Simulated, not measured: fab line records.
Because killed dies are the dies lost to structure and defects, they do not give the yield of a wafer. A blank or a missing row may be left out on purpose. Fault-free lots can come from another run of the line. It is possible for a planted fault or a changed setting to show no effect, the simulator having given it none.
fab line records -- flow n5-finfet
record: lots: 4, wafers: 12, last-day: 20
route steps=1938 shown MOL_CONTACT_COAG@542 BEOL_M4@1111
lots that met no fault: from a run of the same line without faults
start-h: the number of hours between the record's first day and the start of the first shown wafer of the lot -- wait-h: hours since the lot's step before -- " unchanged from the row above -- L1.1+2: several wafers, shown together as one row -- - no value, or no start given -- * or withheld: withheld -- < > ~ a bound
route shown NAME@n: names a module that has steps shown in the file, with the first one's number in the route -- usual: mean/standard deviation of fault-free wafers -- same: alike in all rows -- chamber/n: place in a boat -- sites: per-site readings -- _std_site: how widely they spread, as a standard deviation -- _edge_site: outer sites' mean less inner sites' -- radius-mm: for every site, how far away it sits from the centre of the wafer -- mask NAME#n: copy n -- behind: tool/chamber where the wafer was last shaped -- hold: reason for holding the lot/hours on hold/outcome of the hold -- device: the n, p or np transistor that did not switch -- end of line: tests run on the same wafers once the route is complete -- a step given without rows: its recipe and nothing more -- killed: the dies lost at the first sort to structure and to defects; this is not the yield of the wafer -- map: a wafer's dies, marking killed ones x, the rest . and places with no die _
set.NAME: setting as actually run; set.NAME@STEP: the setting as run at that earlier step -- model.NAME: the simulator's own value behind a step, which no gauge read
lots at selected steps of the route; one table per step, one row per wafer
services: a tool's chamber out of use, with start hour (start-h, from the record's first day; less than 0 if before it), hours out, and reason
== steps ==
step: N5_MOL_CONTACT_COAG_PRECLEAN_111
recipe: chemistry: NF3:NH3, afs-cycles: 1, temp-c: 30, time-s: 20, sublimation-temp-c: 180, sublimation-time-s: 60, pressure-torr: 3, rf-power-w: 30
step: N5_MOL_CONTACT_COAG_TI_SIL_19
recipe: material: Ti, target-thk-a: 42, temp-c: 200, chamber-pressure-pa: 5, power-w: 5000, time-s: 15
step: N5_MOL_CONTACT_COAG_ALD_20
recipe: material: TiN, target-thk-a: 15, temp-c: 400, ald-precursor-family: TiCl4, ald-co-reactant: NH3, pulse-time-s: 1, purge-time-s: 3, co-reactant-purge-time-s: 2, co-reactant-pulse-time-s: 2, ald-cycles: 68, pressure-torr: 3
step: N5_MOL_CONTACT_COAG_SIL_ANNEAL_21
recipe: temp-c: 550, time-s: 60, ambient: N2
step: N5_MOL_CONTACT_COAG_PRE_CLEAN_141
recipe: gas: H2/He, time-s: 60, temp-c: 300
step: N5_MOL_CONTACT_COAG_SPUTTER_143
recipe: material: Co, target-thk-a: 25, temp-c: 25, chamber-pressure-pa: 0.2
step: N5_MOL_CONTACT_COAG_CO_FILL_22
recipe: material: Co, target-thk-a: 200, temp-c: 200, precursor: CCTBA/H2, pressure-torr: 30
step: N5_MOL_CONTACT_COAG_ANNEAL_113
recipe: temp-c: 400, time-s: 300, ambient: H2/N2
step: N5_MOL_CONTACT_COAG_PRE_CLEAN_142
recipe: gas: H2/He, time-s: 60, temp-c: 300
step: N5_MOL_CONTACT_COAG_SPUTTER_130
recipe: material: Co, target-thk-a: 475, temp-c: 25, chamber-pressure-pa: 0.5, power-w: 3000
step: N5_MOL_CONTACT_COAG_PRECLEAN_125
recipe: chemistry: DIW, time-s: 57.5, temp-c: 23
step: N5_MOL_CONTACT_COAG_SRD_126
recipe: dry-time-s: 32, dry: n2-spin, spin-rpm: 1500
step: N5_MOL_CONTACT_COAG_CMP_23
recipe: stop-on: SiO2, t-overpolish-s: 1.5, post-cmp-clean: cu-alkaline, down-force-psi: 2, platen-rpm: 50.289, pad-velocity-m-s: 1.0006, target-thk-nm: 0
usual: edge-zone-pressure-frac: 1.000/0.0051, head-pressure-psi: 1.999/0.0046, motor-current-A: 8.6/1.3, overpolish-run-s: 1.499/0.0087, time-to-endpoint-s: 10.0/2.2
lot.wafer,tool,chamber,start-h,wait-h,edge-zone-pressure-frac,head-pressure-psi,motor-current-A,overpolish-run-s,time-to-endpoint-s,model.SiNx_of_GATE_CUT_SAC_CAP_01.thk-nm
L933.3,cmp-01,0,93.82,0.0,1.002,2.003,7.6,1.503,7.6,18.2
L933.1,cmp-01,2,93.82,0.0,1.011,2.001,9.1,1.481,4.2,18.2
L933.4,cmp-01,3,93.82,0.0,0.997,1.997,7.6,1.501,5.9,18.2
L948.1,cmp-01,1,215.24,0.1,0.982,1.997,8.6,1.494,7.8,18.4
L948.3,cmp-01,2,215.24,0.1,1.003,1.999,8.7,1.488,18.0,19.4
L948.6,cmp-01,3,215.24,0.1,1.008,2.006,7.2,1.479,10.1,18.2
L949.2,cmp-01,0,215.47,0.0,0.997,2.003,7.8,1.500,11.2,18.2
L949.3,cmp-01,2,215.47,0.0,1.007,2.001,8.7,1.500,20.1,19.4
L949.6,cmp-01,1,215.47,0.0,1.001,1.995,8.6,1.514,9.3,18.4
L953.2,cmp-03,0,265.83,0.2,0.998,2.004,8.9,1.510,10.5,18.2
L953.3,cmp-03,2,265.83,0.2,1.002,1.997,8.2,1.494,9.8,18.2
L953.6,cmp-03,0,265.83,0.2,1.003,2.006,8.8,1.493,9.5,18
step: N5_MOL_CONTACT_COAG_WET_ETCH_26
recipe: target: Co, target-depth-nm: 13
step: N5_MOL_CONTACT_COAG_WET_ETCH_116
recipe: chemistry: SC1-inhibited, target-depth-nm: 4.6, dry: ipa-marangoni, rinse-time-s: 30, rinse-temp-c: 23
step: N5_MOL_CONTACT_COAG_ALD_27
recipe: material: SiOC, target-thk-a: 170, temp-c: 400, ald-precursor-family: carbosiloxane, ald-co-reactant: H2-plasma, pulse-time-s: 1.5, time-s: 2720, purge-time-s: 2, co-reactant-purge-time-s: 2, ald-cycles: 340, pressure-torr: 2
step: N5_MOL_CONTACT_COAG_CMP_28
recipe: stop-on: SiNx, t-overpolish-s: 0.85, post-cmp-clean: alkaline-brush, down-force-psi: 4.15, platen-rpm: 51.8, pad-velocity-m-s: 1.0307, target-thk-nm: 14.522
usual: edge-zone-pressure-frac: 1.000/0.0047, head-pressure-psi: 4.148/0.0081, motor-current-A: 12.8/1.7
lot.wafer,tool,chamber,start-h,wait-h,edge-zone-pressure-frac,head-pressure-psi,motor-current-A,model.SiNx_of_GATE_CUT_SAC_CAP_01.thk-nm
L933.4,cmp-01,2,96.42,0.8,1.006,4.138,13.1,17.8
L933.1,cmp-01,3,96.42,0.8,0.994,4.153,11.0,17.8
L933.3,cmp-01,0,96.42,0.8,0.997,4.153,11.7,17.8
L948.3,cmp-02,0,218.07,0.9,0.997,4.151,12.5,19
L948.1,cmp-02,1,218.07,0.9,0.998,4.139,12.0,18
L948.6,cmp-02,3,218.07,0.9,1.004,4.159,11.6,18
L949.3,cmp-01,2,218.70,0.8,1.003,4.146,12.9,19
L949.2,cmp-01,3,218.70,0.8,0.997,4.124,11.5,18
L949.6,cmp-01,2,218.70,0.8,1.002,4.144,13.4,18
L953.3,cmp-01,3,269.74,0.9,1.002,4.155,11.4,17.8
L953.2,cmp-01,2,269.74,0.9,1.003,4.144,13.1,17.8
L953.6,cmp-01,0,269.74,0.9,1.002,4.151,12.6,17.8
step: N5_MOL_CONTACT_COAG_THK_MEAS_29
recipe: reads: SiNx_of_GATE_CUT_PECVD_57+SiNx_of_GATE_CUT_SAC_CAP_01
usual: MD_CAP_THK: 17.88/0.085
lot.wafer,tool,chamber,start-h,wait-h,MD_CAP_THK[nm]
L933.1,film-metro-01,-,96.68,-,17.91
L933.3,film-metro-01,-,96.68,-,17.87
L933.4,film-metro-01,-,96.68,-,17.82
L948.1,film-metro-02,-,218.28,-,17.96
L948.3,film-metro-02,-,218.28,-,19.06
L948.6,film-metro-02,-,218.28,-,18.00
L949.2,film-metro-01,-,218.96,-,17.94
L949.3,film-metro-01,-,218.96,-,19.02
L949.6,film-metro-01,-,218.96,-,17.98
L953.2,film-metro-01,-,270.04,-,17.81
L953.3,film-metro-01,-,270.04,-,17.81
L953.6,film-metro-01,-,270.04,-,17.69
step: N5_MOL_CONTACT_COAG_ALD_123
recipe: material: SiNx, target-thk-a: 50, temp-c: 400, ald-precursor-family: SiH2I2, ald-co-reactant: N2/H2-plasma, pulse-time-s: 1, purge-time-s: 2, co-reactant-purge-time-s: 2, ald-cycles: 100, pressure-torr: 2
step: N5_MOL_CONTACT_COAG_PECVD_31
recipe: material: SiO2, target-thk-a: 460, temp-c: 400, precursor: TEOS/O2, pressure-torr: 6.5, rf-w: withheld, teos-flow-sccm: withheld, gas: O2, flow-sccm: 2650, time-s: 8.9
step: N5_MOL_CONTACT_COAG_COAT_75
recipe: resist: SOC, temp-c: 250, time-s: 60, spin-rpm: 1500, resist-thk-nm: 60
step: N5_MOL_CONTACT_COAG_COAT_76
recipe: resist: SiARC, temp-c: 220, time-s: 60, spin-rpm: 1500, resist-thk-nm: 10
step: N5_MOL_CONTACT_COAG_COAT_77
recipe: resist: underlayer, temp-c: 205, time-s: 60, spin-rpm: 1500, resist-thk-nm: 10
step: N5_MOL_CONTACT_COAG_COAT_78
recipe: resist: CAR-EUV, spin-rpm: 1500, resist-thk-nm: 40
step: N5_MOL_CONTACT_COAG_EBR_80
recipe: solvent: PGMEA, ebr-width-mm: 1.5
step: N5_MOL_CONTACT_COAG_SOFTBAKE_79
recipe: temp-c: 110, time-s: 60, resist: CAR-EUV
step: N5_MOL_CONTACT_COAG_EXPOSE_81
recipe: mask-id: VG, na: 0.33, source-shape: annular, sigma-inner: 0.3, sigma-outer: 0.7, polarization: unpolarized, defocus-nm: 0, dose-mj: 59.5
step: N5_MOL_CONTACT_COAG_PEB_82
recipe: peb-temp-c: 100, peb-time-s: 60, resist: CAR-EUV
step: N5_MOL_CONTACT_COAG_DEVELOP_83
recipe: develop-time-s: 30, developer: TMAH, resist: CAR-EUV, rinse-liquid: surfactant-rinse, dry: air-spin, dev-temp-c: 23
step: N5_MOL_CONTACT_COAG_DESCUM_88
recipe: chemistry: O2, time-s: 7, source-power-w: 50, bias-power-w: 20, pressure-mtorr: 20, rf-frequency-hz: 2.712e+07, temp-c: 40, resist: CAR-EUV, o2-flow-sccm: 225
step: N5_MOL_CONTACT_COAG_ETCH_89
recipe: chemistry: N2/H2, target: underlayer, target-depth-a: 130, mask-material: CAR-EUV, time-s: 10.4, ion-energy-ev: 200, pressure-mtorr: 30, source-w: 840, bias-w: 150, n2-flow-sccm: 200, h2-flow-sccm: 200, ends: cleared
step: N5_MOL_CONTACT_COAG_ETCH_90
recipe: chemistry: CF4, target: SiARC, target-depth-a: 130, mask-material: CAR-EUV, time-s: 21.7, ion-energy-ev: 80, pressure-mtorr: 40, source-w: 545, bias-w: 36, Ar_flow_sccm: 100, cf4-flow-sccm: 100, ends: cleared
step: N5_MOL_CONTACT_COAG_ALD_131
recipe: material: SiO2, target-thk-a: 50, temp-c: 100, ald-precursor-family: BDEAS, ald-co-reactant: O2-plasma, pulse-time-s: 1, co-reactant-pulse-time-s: 1, purge-time-s: 2, co-reactant-purge-time-s: 2, ald-cycles: 35, pressure-torr: 2
step: N5_MOL_CONTACT_COAG_ETCHBACK_132
recipe: chemistry: CHF3, target: SiO2, target-depth-a: 100, time-s: 6.7, ion-energy-ev: 200, pressure-mtorr: 30, source-w: 610, bias-w: 170, Ar_flow_sccm: 200, CHF3_flow_sccm: 50
step: N5_MOL_CONTACT_COAG_ETCH_91
recipe: chemistry: N2/H2, target: SOC, target-depth-a: 600, overetch-a: 210, mask-material: SiARC, temp-c: 40, time-s: 101.2, ion-energy-ev: 200, pressure-mtorr: 30, source-w: 840, bias-w: 150, n2-flow-sccm: 200, h2-flow-sccm: 200
step: N5_MOL_CONTACT_COAG_STRIP_92
recipe: chemistry: N2/H2, temp-c: 40, n2-flow-sccm: 200, h2-flow-sccm: 200, rf-frequency-hz: 6e+07
step: N5_MOL_CONTACT_COAG_STRIP_93
recipe: chemistry: N2/H2, temp-c: 40, n2-flow-sccm: 200, h2-flow-sccm: 200, rf-frequency-hz: 6e+07
step: N5_MOL_CONTACT_COAG_ETCH_47
recipe: chemistry: CH3F/O2, target: SiNx, target-depth-a: 270, mask-material: SiO2, stop-on: W, over-etch-frac: 0.2, ion-energy-ev: 120, endpoint: OES-CN, pressure-mtorr: 30, source-w: 395, bias-w: 73, Ar_flow_sccm: 150, CH3F_flow_sccm: 30, O2_flow_sccm: 20, ends: end-point
usual: O2_flow_sccm: 20.00/0.062, drypump-motor-current-A: 5.8/0.41, etch-rf-on-time-s: 31.1/0.35, oes-product-au: 0.70/0.05, rf-vpp-V: 298/4, showerhead-plenum-p-Torr: 2.03/0.052, throttle-valve-pct: 16.38/0.21
lot.wafer,tool,chamber,start-h,wait-h,O2_flow_sccm,drypump-motor-current-A,etch-rf-on-time-s,oes-product-au,rf-hours-counter-h,rf-vpp-V,showerhead-plenum-p-Torr,throttle-valve-pct,model.etch.t-clear-s,model.etch.depth-nm,model.MOL_CONTACT_COAG.feature-depth-nm
L933.1,rie-diel-04,2,99.43,0.0,20.00,5.4,31.6,0.64,173,304,2.07,16.75,26.34,17.88,18.4
L933.3,rie-diel-04,3,99.43,0.0,19.95,6.5,31.1,0.69,156,300,2.08,16.14,25.95,17.87,18.4
L933.4,rie-diel-04,1,99.43,0.0,20.16,5.3,31.1,0.74,66,293,2.02,15.96,25.89,17.85,18.4
L948.1,rie-diel-01,2,219.86,0.0,20.03,6.2,30.8,0.75,71,296,1.95,16.46,25.69,17.98,18.6
L948.3,rie-diel-01,3,219.86,0.0,20.08,5.6,32.9,0.68,143,298,2.01,16.51,27.42,19.04,19.6
L948.6,rie-diel-01,0,219.86,0.0,20.04,5.7,31.2,0.73,-,302,2.10,16.36,26.02,17.93,18.6
L949.2,rie-diel-06,2,220.54,0.0,20.09,5.1,30.7,0.66,181,299,2.08,16.24,25.58,17.92,18.6
L949.3,rie-diel-06,0,220.54,0.0,20.03,6.0,33.1,0.66,192,292,1.98,16.56,27.57,19.01,19.6
L949.6,rie-diel-06,0,220.54,0.0,20.00,6.0,31.6,0.65,-,293,1.98,16.54,26.34,18,18.6
L953.2,rie-diel-06,3,276.84,0.0,20.13,5.9,31.4,0.65,168,297,1.99,16.37,26.21,17.83,18.4
L953.3,rie-diel-06,1,276.84,0.0,19.98,5.7,31.3,0.72,93,303,2.02,16.39,26.09,17.82,18.4
L953.6,rie-diel-06,0,276.84,0.0,19.91,5.9,31.5,0.64,-,292,1.97,16.58,26.28,17.72,18.4
step: N5_BEOL_M4_RC_MEAS_101
usual: DIBL_N: 36.5/1.2, DIBL_P: 36.5/1.6, IOFF_N: 0.162/0.023, IOFF_P: 0.221/0.03, ION_N: 678/8, ION_P: 466/6.3, SS_N: 71.6/0.46, SS_P: 73.3/0.57, VT_N: 249.2/2.6, VT_P: -249/3.3
lot.wafer,tool,chamber,start-h,wait-h,DIBL_N[mV/V],DIBL_P[mV/V],IOFF_N[nA/um],IOFF_P[nA/um],ION_N[uA/um],ION_P[uA/um],SS_N[mV/dec],SS_P[mV/dec],VT_N[mV],VT_P[mV]
L933.1,prober-02,0,183.65,0.2,36.7,34.6,0.143,0.196,678,464,71.0,73.4,248.6,-251
L933.3,prober-02,0,183.65,0.2,37.6,35.5,0.163,0.217,678,467,72.2,73.2,249.7,-251
L933.4,prober-02,0,183.65,0.2,38.1,36.1,0.178,0.223,683,469,71.6,73.8,248.2,-249
L948.1,prober-02,0,312.30,0.0,36.4,36.1,0.158,0.201,679,463,71.0,72.4,250.3,-251
L948.3,prober-02,0,312.30,0.0,36.2,35.2,0.147,0.186,672,454,71.3,73.0,252.0,-253
L948.6,prober-02,0,312.30,0.0,36.1,35.6,0.155,0.191,670,461,71.5,72.4,247.4,-252
L949.2,prober-02,0,320.44,0.2,34.9,36.5,0.133,0.208,674,470,71.5,74.0,253.0,-247
L949.3,prober-02,0,320.44,0.2,34.6,36.6,0.132,0.221,677,472,71.0,73.5,251.1,-246
L949.6,prober-02,0,320.44,0.2,34.5,35.4,0.123,0.193,672,466,72.4,73.1,255.7,-250
L953.2,prober-01,0,364.69,0.2,38.4,36.8,0.175,0.215,679,463,72.2,73.7,247.2,-250
L953.3,prober-01,0,364.69,0.2,36.3,34.5,0.132,0.182,666,456,71.5,73.0,251.7,-253
L953.6,prober-01,0,364.69,0.2,36.9,35.7,0.151,0.199,680,465,71.8,73.7,248.9,-250
== services ==
tool,chamber,start-h,hours,kind
cmp-03,-,71.34,5.1,pm
cmp-02,-,77.75,3.5,repair
rie-diel-04,1,106.06,2.9,repair
cmp-01,-,127.61,1.6,repair
cmp-03,-,146.79,0.3,repair
rie-diel-06,-,152.62,0.9,repair
cmp-02,-,160.77,1.0,repair
rie-diel-01,0,161.28,4.4,repair
cmp-01,-,178.10,2.4,repair
rie-diel-01,1,187.71,6.8,repair
cmp-03,-,194.05,0.8,repair
cmp-02,-,204.15,0.5,repair
rie-diel-06,1,214.42,9.5,repair
cmp-03,-,221.66,29.9,repair
cmp-01,-,232.38,5.4,pm
rie-diel-01,-,234.77,2.8,pm
cmp-01,-,243.19,4.5,pm
rie-diel-06,3,258.10,3.1,repair
rie-diel-04,3,260.32,20.8,repair
cmp-01,-,265.06,4.0,pm
cmp-03,-,267.28,4.0,pm
cmp-01,-,269.06,-,consumable-replace:conditioner
cmp-01,-,269.06,-,consumable-replace:pad
cmp-01,-,274.58,4.7,repair
== key ==
first-sign: step: N5_MOL_CONTACT_COAG_CMP_23, reading: time-to-endpoint-s, direction: up, sigmas: 4.1, usual: *, struck: *
effect: step: N5_MOL_CONTACT_COAG_THK_MEAS_29, reading: MD_CAP_THK, direction: up, sigmas: 14, usual: 17.88, struck: 19.04
effect: step: N5_MOL_CONTACT_COAG_ETCH_47, reading: etch-rf-on-time-s, direction: up, sigmas: 5.5, usual: *, struck: *
model-effect: step: N5_MOL_CONTACT_COAG_CMP_23, value: SiNx_of_GATE_CUT_SAC_CAP_01.thk-nm, without: 18.4, struck: 19.4
model-effect: step: N5_MOL_CONTACT_COAG_CMP_28, value: SiNx_of_GATE_CUT_SAC_CAP_01.thk-nm, without: 18, struck: 19
model-effect: step: N5_MOL_CONTACT_COAG_ETCH_47, value: etch.t-clear-s, without: 26.02, struck: 27.5
met-at N5_MOL_CONTACT_COAG_CMP_23
struck-wafers L948.3,L949.3
onset-between 93.82 215.24
fault: kind: process-parameter-drift, tool: cmp-01, chamber: -, onset-h: 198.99, steps: N5_MOL_CONTACT_COAG_CMP_23, channel: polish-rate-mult, offset: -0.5, shape: step, end-h: 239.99, scope: struck-wafers-only
